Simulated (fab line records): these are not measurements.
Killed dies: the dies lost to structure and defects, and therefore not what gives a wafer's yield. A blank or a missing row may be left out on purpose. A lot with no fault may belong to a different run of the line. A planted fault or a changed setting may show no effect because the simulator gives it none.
Which of the tools did it? | flow nand-harc | 72 wafers from 24 lots sampled at 4 of the route's 1159 steps

## WHAT EACH GAUGE READ, for each wafer
NHARC_A_M0_OVL_MEAS_10: pitch 160 nm. Usual: overlay-x-nm -0.2 nm, standard deviation 0.81; overlay-y-nm 0.2 nm, standard deviation 1.
lot  | measured     | on         | overlay-x-nm (nm) | overlay-y-nm (nm) | flag
L074 | day 17 09:16 | overlay-02 | -0.3 -0.3 -0.6    | 0.6 -0.3 0.8      |
L077 | day 17 19:11 | overlay-02 | 0.2 -0.2 -0.5     | -0.2 -0.7 -0.4    |
L075 | day 17 20:16 | overlay-02 | 0.4 0.2 0.1       | -1.3 -1.1 -1.1    |
L079 | day 17 21:46 | overlay-02 | 0.8 0.2 0.8       | 1.6 1.3 1.4       |
L078 | day 18 01:02 | overlay-02 | -1.1 -1.5 -1.3    | 0.0 -0.5 -0.2     |
L076 | day 18 02:38 | overlay-02 | 0.0 0.1 0.0       | 2.1 1.7 2.1       |
L080 | day 19 01:14 | overlay-01 | -1.0 -1.2 -1.0    | 1.4 1.7 1.3       |
L082 | day 19 11:04 | overlay-02 | -0.2 0.2 -0.5     | 0.6 1.2 0.6       |
L081 | day 19 14:11 | overlay-02 | -0.6 -1.1 -1.2    | 1.7 2.1 2.1       |
L083 | day 20 00:12 | overlay-01 | -0.3 -0.1 -0.3    | 0.0 -0.2 -0.2     |
L086 | day 20 07:13 | overlay-02 | 0.0 -0.6 -0.1     | 0.8 1.0 1.1       |
L084 | day 20 10:20 | overlay-01 | -1.3 -1.0 -1.4    | -0.6 0.1 -0.8     |
L085 | day 20 10:39 | overlay-02 | -0.9 -0.9 -1.6    | -0.6 -0.1 0.3     |
L089 | day 21 12:40 | overlay-01 | 0.5 0.3 0.6       | 0.5 0.0 -0.1      |
L087 | day 21 13:06 | overlay-01 | -0.8 -0.8 -0.8    | 0.3 -0.2 0.6      |
L091 | day 21 14:37 | overlay-02 | 0.5 -0.5 0.2      | 1.0 1.0 1.4       |
L090 | day 21 19:21 | overlay-01 | 1.5 1.7 1.1       | -0.6 -0.5 0.1     |
L088 | day 21 19:48 | overlay-01 | 0.8 0.7 1.2       | -0.6 -0.9 -0.7    |
L093 | day 22 05:32 | overlay-02 | 1.3 1.1 1.4       | -0.3 -1.2 -0.8    |
L095 | day 22 04:58 | overlay-02 | -0.7 -1.0 -0.8    | -0.1 0.2 0.3      |
L094 | day 22 05:58 | overlay-02 | -0.2 -0.6 -0.1    | 0.8 0.9 0.8       |
L092 | day 22 16:43 | overlay-01 | -1.4 -1.4 -1.2    | -0.6 -0.7 -1.4    |
L097 | day 22 22:18 | overlay-02 | 0.2 0.1 0.9       | 1.2 1.0 1.3       |
L096 | day 23 07:44 | overlay-02 | 0.0 -0.2 -0.3     | -1.4 -1.9 -1.9    |

NHARC_A_M0_INSPECT_11. Usual: raw-defect-count reads 33 (standard deviation 14).
lot  | measured     | on                | raw-defect-count | flag
L074 | day 17 09:18 | defect-inspect-02 | 22 24 25         |
L077 | day 17 19:13 | defect-inspect-02 | 12 10 12         |
L075 | day 17 20:18 | defect-inspect-02 | 16 11 27         |
L079 | day 17 21:48 | defect-inspect-02 | 7 18 7           |
L078 | day 18 01:04 | defect-inspect-02 | 40 36 35         |
L076 | day 18 02:41 | defect-inspect-01 | 38 30 55         |
L080 | day 19 01:16 | defect-inspect-02 | 21 12 18         |
L082 | day 19 11:07 | defect-inspect-02 | 43 36 56         |
L081 | day 19 14:13 | defect-inspect-02 | 44 39 37         |
L083 | day 20 00:14 | defect-inspect-02 | 39 39 39         |
L086 | day 20 07:15 | defect-inspect-02 | 18 20 17         |
L084 | day 20 10:22 | defect-inspect-02 | 43 37 36         |
L085 | day 20 10:41 | defect-inspect-02 | 54 55 49         |
L089 | day 21 12:42 | defect-inspect-01 | 37 26 43         |
L087 | day 21 13:08 | defect-inspect-02 | 46 32 35         |
L091 | day 21 14:39 | defect-inspect-01 | 43 45 40         |
L090 | day 21 19:23 | defect-inspect-02 | 42 28 32         |
L088 | day 21 19:50 | defect-inspect-02 | 30 36 32         |
L093 | day 22 05:35 | defect-inspect-01 | 13 7 20          |
L095 | day 22 05:00 | defect-inspect-02 | 55 82 63         |
L094 | day 22 06:00 | defect-inspect-01 | 36 42 25         |
L092 | day 22 16:46 | defect-inspect-02 | 35 33 33         |
L097 | day 22 22:20 | defect-inspect-02 | 25 21 16         |
L096 | day 23 07:47 | defect-inspect-01 | 44 38 50         |

## EACH LOT AND THE TOOL THAT RAN IT (in order: tool; ch and the chambers of the sampled wafers; start)
lot  | NHARC_A_CONTACT_ETCH_113             | NHARC_A_CONTACT_ETCH_117
L074 | har-cap-etch-01 ch 0,1, day 16 04:26 | har-cap-etch-01 ch 0,1, day 16 04:48
L077 | har-cap-etch-03 ch 0,1, day 16 17:06 | har-cap-etch-03 ch 0,1, day 16 17:28
L075 | har-cap-etch-01 ch 0,1, day 16 17:21 | har-cap-etch-01 ch 0,1, day 16 17:43
L079 | har-cap-etch-03 ch 0,1, day 16 21:12 | har-cap-etch-03 ch 0,1, day 16 21:34
L078 | har-cap-etch-01 ch 0,1, day 16 21:38 | har-cap-etch-01 ch 0,1, day 16 22:01
L076 | har-cap-etch-03 ch 0,1, day 17 00:26 | har-cap-etch-03 ch 0,1, day 17 00:47
L080 | har-cap-etch-02 ch 0,1, day 17 23:53 | har-cap-etch-02 ch 0,1, day 18 00:14
L082 | har-cap-etch-01 ch 0,1, day 18 10:02 | har-cap-etch-01 ch 0,1, day 18 10:24
L081 | har-cap-etch-02 ch 0,1, day 18 13:14 | har-cap-etch-02 ch 0,1, day 18 13:36
L083 | har-cap-etch-03 ch 0,1, day 18 16:08 | har-cap-etch-03 ch 0,1, day 18 16:30
L086 | har-cap-etch-03 ch 0,1, day 18 22:25 | har-cap-etch-03 ch 0,1, day 18 22:46
L084 | har-cap-etch-02 ch 0,1, day 18 23:14 | har-cap-etch-02 ch 0,1, day 18 23:36
L085 | har-cap-etch-01 ch 1, day 19 06:53   | har-cap-etch-01 ch 1, day 19 07:15
L089 | har-cap-etch-01 ch 0,1, day 20 04:13 | har-cap-etch-01 ch 0,1, day 20 04:35
L087 | har-cap-etch-02 ch 1, day 20 06:16   | har-cap-etch-02 ch 1, day 20 06:38
L091 | har-cap-etch-03 ch 0,1, day 20 10:26 | har-cap-etch-03 ch 0,1, day 20 10:48
L090 | har-cap-etch-01 ch 0,1, day 20 12:35 | har-cap-etch-01 ch 0,1, day 20 12:57
L088 | har-cap-etch-01 ch 0,1, day 20 16:27 | har-cap-etch-01 ch 0,1, day 20 16:49
L093 | har-cap-etch-01 ch 0,1, day 20 20:09 | har-cap-etch-01 ch 0,1, day 20 20:31
L095 | har-cap-etch-02 ch 0,1, day 20 21:36 | har-cap-etch-02 ch 0,1, day 20 21:58
L094 | har-cap-etch-03 ch 0,1, day 21 03:26 | har-cap-etch-03 ch 0,1, day 21 03:48
L092 | har-cap-etch-01 ch 0,1, day 21 17:57 | har-cap-etch-01 ch 0,1, day 21 18:19
L097 | har-cap-etch-02 ch 0,1, day 21 23:58 | har-cap-etch-02 ch 0,1, day 22 00:20
L096 | har-cap-etch-01 ch 0,1, day 22 00:50 | har-cap-etch-01 ch 0,1, day 22 01:12
- NHARC_A_CONTACT_ETCH_113: etches the open film in C4F8/O2/Ar, time 94 s, target depth 922 nm.
- NHARC_A_CONTACT_ETCH_117: etches the open film in C4F8/O2/Ar, time 94 s, target depth 922 nm.

## WHAT THE TOOLS THEMSELVES READ (means of the sampled wafers that have a number; where no wafer has one, the mark that the record gives instead)
NHARC_A_CONTACT_ETCH_113. Usual: oes-air-line-au reads 0.999 a.u. (standard deviation 0.022).
lot  | tool            | oes-air-line-au (a.u.) | flag
L074 | har-cap-etch-01 | 0.990                  |
L077 | har-cap-etch-03 | 1.006                  |
L075 | har-cap-etch-01 | 0.975                  |
L079 | har-cap-etch-03 | 0.999                  |
L078 | har-cap-etch-01 | 1.002                  |
L076 | har-cap-etch-03 | 1.006                  |
L080 | har-cap-etch-02 | 0.970                  |
L082 | har-cap-etch-01 | 1.034                  |
L081 | har-cap-etch-02 | 1.007                  |
L083 | har-cap-etch-03 | 1.021                  |
L086 | har-cap-etch-03 | 1.000                  |
L084 | har-cap-etch-02 | 1.003                  |
L085 | har-cap-etch-01 | 1.017                  |
L089 | har-cap-etch-01 | 1.008                  |
L087 | har-cap-etch-02 | 0.993                  |
L091 | har-cap-etch-03 | 1.004                  |
L090 | har-cap-etch-01 | 0.996                  |
L088 | har-cap-etch-01 | 0.982                  |
L093 | har-cap-etch-01 | 1.003                  |
L095 | har-cap-etch-02 | 0.991                  |
L094 | har-cap-etch-03 | 0.987                  |
L092 | har-cap-etch-01 | 0.985                  |
L097 | har-cap-etch-02 | 1.014                  |
L096 | har-cap-etch-01 | 1.010                  |

NHARC_A_CONTACT_ETCH_117. Usual: oes-air-line-au reads 0.998 a.u. (standard deviation 0.022).
lot  | tool            | oes-air-line-au (a.u.) | flag
L074 | har-cap-etch-01 | 0.986                  |
L077 | har-cap-etch-03 | 0.992                  |
L075 | har-cap-etch-01 | 1.006                  |
L079 | har-cap-etch-03 | 0.990                  |
L078 | har-cap-etch-01 | 1.011                  |
L076 | har-cap-etch-03 | 0.999                  |
L080 | har-cap-etch-02 | 1.000                  |
L082 | har-cap-etch-01 | 0.995                  |
L081 | har-cap-etch-02 | 1.010                  |
L083 | har-cap-etch-03 | 1.021                  |
L086 | har-cap-etch-03 | 1.009                  |
L084 | har-cap-etch-02 | 1.005                  |
L085 | har-cap-etch-01 | 0.980                  |
L089 | har-cap-etch-01 | 0.985                  |
L087 | har-cap-etch-02 | 1.000                  |
L091 | har-cap-etch-03 | 0.991                  |
L090 | har-cap-etch-01 | 1.026                  |
L088 | har-cap-etch-01 | 0.993                  |
L093 | har-cap-etch-01 | 0.988                  |
L095 | har-cap-etch-02 | 0.980                  |
L094 | har-cap-etch-03 | 1.003                  |
L092 | har-cap-etch-01 | 0.992                  |
L097 | har-cap-etch-02 | 0.987                  |
L096 | har-cap-etch-01 | 1.016                  |

## THE ANSWER, worked out from the rows above alone
Rule: a lot is off if the mean of its wafers that have a number lies more than 3 standard deviations from the usual mean. A lot without any number at a reading at which 4 lots or more have one is off too. The other lots that the step has rows for count as sound. Order of review: gauges by route order, followed by the tools' own readings, for which a lot's mean as printed above is used. At the first step where some lot is off, the reading lying furthest off is the one used; lots without a number count as furthest.
Nothing can be told from this: no lot is off at any reading shown.

## WHAT HAD BEEN PUT IN BY THE SIMULATOR
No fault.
